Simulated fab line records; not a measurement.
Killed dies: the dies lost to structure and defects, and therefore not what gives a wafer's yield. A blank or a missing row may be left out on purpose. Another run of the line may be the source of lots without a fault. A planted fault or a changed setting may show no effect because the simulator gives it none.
Split-lot trial ; flow n5 finfet ; 21 wafers read from 7 lots, route of 1938 steps

THE SPLIT ITSELF
At N5_FIN_SAQP_SPACER1_ALD_24 (deposits SiO2, target thk 20.3 nm, pulse time 1 s, purge time 2 s), the setting ald cycles was moved away from the recipe's 218 on 3 of the 21 wafers read, by -14.7% to +10.6%. The other wafers ran this setting at the recipe's value.

FROM THE SPLIT TO THE READING: what the file shows between them, 2 steps
- N5_FIN_SAQP_SPACER1_ETCHBACK_25: etches SiO2 in CHF3/O2, target depth 24.4 nm, time 12.2 s
- N5_FIN_SAQP_MANDREL1_REMOVE_56: chemistry HBr/Cl2/O2, target a-Si, stops on SiNx, bt time 10 s

THE READING
cd nm, in nm, at N5_FIN_SAQP_CD_MEAS_27 (target cd 20 nm). Fault-free wafers of this fab line usually give 20.28 nm, standard deviation 0.24 nm.

wafer;tool, chamber at the split;ald cycles as run;against the recipe;cd nm, nm;against lot-mates on the recipe
L075.3;ald sin-02, 1;186;-14.7%;17.26;-3.04
L075.5;ald sin-02, 0,1;218;recipe;20.16;-
L075.6;ald sin-02, 0,1;218;recipe;20.43;-
L077.2;ald sin-02, 0;218;recipe;20.42;-
L077.3;ald sin-02, 1,2;218;recipe;20.40;-
L077.6;ald sin-02, 1,2;218;recipe;20.39;-
L079.1;ald sin-04, 2,3,0;218;recipe;20.15;-
L079.3;ald sin-04, 2,3,0;218;recipe;19.96;-
L079.6;ald sin-04, 2,3,0;218;recipe;20.50;-
L085.2;ald sin-04, 2,3,2;218;recipe;20.10;-
L085.5;ald sin-04, 2,3,2;218;recipe;20.67;-
L085.6;ald sin-04, 2,3,2;218;recipe;20.48;-
L089.3;ald sin-02, 0;218;recipe;20.41;-
L089.4;ald sin-02, 1,3;241;+10.6%;22.76;+2.35
L089.6;ald sin-02, 1,3;241;+10.6%;22.65;+2.24
L091.1;ald sin-03, 0,1,0;218;recipe;20.37;-
L091.4;ald sin-03, 0,1,0;218;recipe;20.11;-
L091.6;ald sin-03, 0,1,0;218;recipe;20.38;-
L096.1;ald sin-03, 3;218;recipe;19.92;-
L096.5;ald sin-03, 2;218;recipe;20.46;-
L096.6;ald sin-03, 3;218;recipe;20.27;-
If several chambers appear in one row, that row covers several wafers at once and the file leaves open which wafer was in which chamber.

FIT RESULTS
A straight line over all 21 wafers: cd nm changes by +0.217 nm for each +1% of ald cycles; r = +0.98; the points scatter about the line by 0.2 nm.
The same after taking each lot's own level away (the mean of its wafers on the recipe; 21 wafers): +0.212 nm for each +1%; r = +0.99; scatter 0.17 nm.
That fit puts the effect of the largest move of ald cycles on the reading at 3.1 nm.
The lots' own levels span 20.203 to 20.417 nm, that is 0.9 times the standard deviation above.
So the lot-to-lot level changes the slope little: the two slopes agree.
Check: with one of the wafers moved furthest among these (-14.7%) left out of the fit, the line predicts -3.19 nm for it against its lot-mates. It came out at -3.04 nm against them.

THE OTHER SPLITS THESE WAFERS WENT THROUGH
Before the reading, these wafers also passed through other splits. Each is held against what the fit with the lots' levels taken away leaves over:
other split on the same wafers;wafers away from the commonest value;r with cd nm (lot level and that fit taken away)
N5_ZERO_LAYER_COAT_05 spin rpm;7;+0.03
N5_ZERO_LAYER_EXPOSE_08 dose mj;8;-0.09
N5_PMOS_HMC_CHANNEL_EPI_EXPOSE_06 dose mj;5;+0.01

THE WHOLE CHAIN: every reading that the file lists as answering this split, in the file's order
step;what it does;reading;change (the file's fit);r (the file's)
N5_FIN_SAQP_SPACER1_ALD_24;deposits SiO2, target thk 20.3 nm, pulse time 1 s, purge time 2 s;SiO2_of_FIN_SAQP_SPACER1_ALD_24.thk nm (the simulator's own value, which no gauge read);+0.197 nm for each +1% of the setting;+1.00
N5_FIN_SAQP_MANDREL1_REMOVE_56;chemistry HBr/Cl2/O2, target a-Si, stops on SiNx, bt time 10 s;FIN_SAQP.cd nm (the simulator's own value, which no gauge read);+0.2 nm for each +1% of the setting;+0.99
N5_FIN_SAQP_CD_MEAS_27;target cd 20 nm;cd nm;+0.211 nm for each +1% of the setting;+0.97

FILE'S OWN FIT
cd nm changes by +0.211 nm for each +1% of ald cycles, r = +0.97.
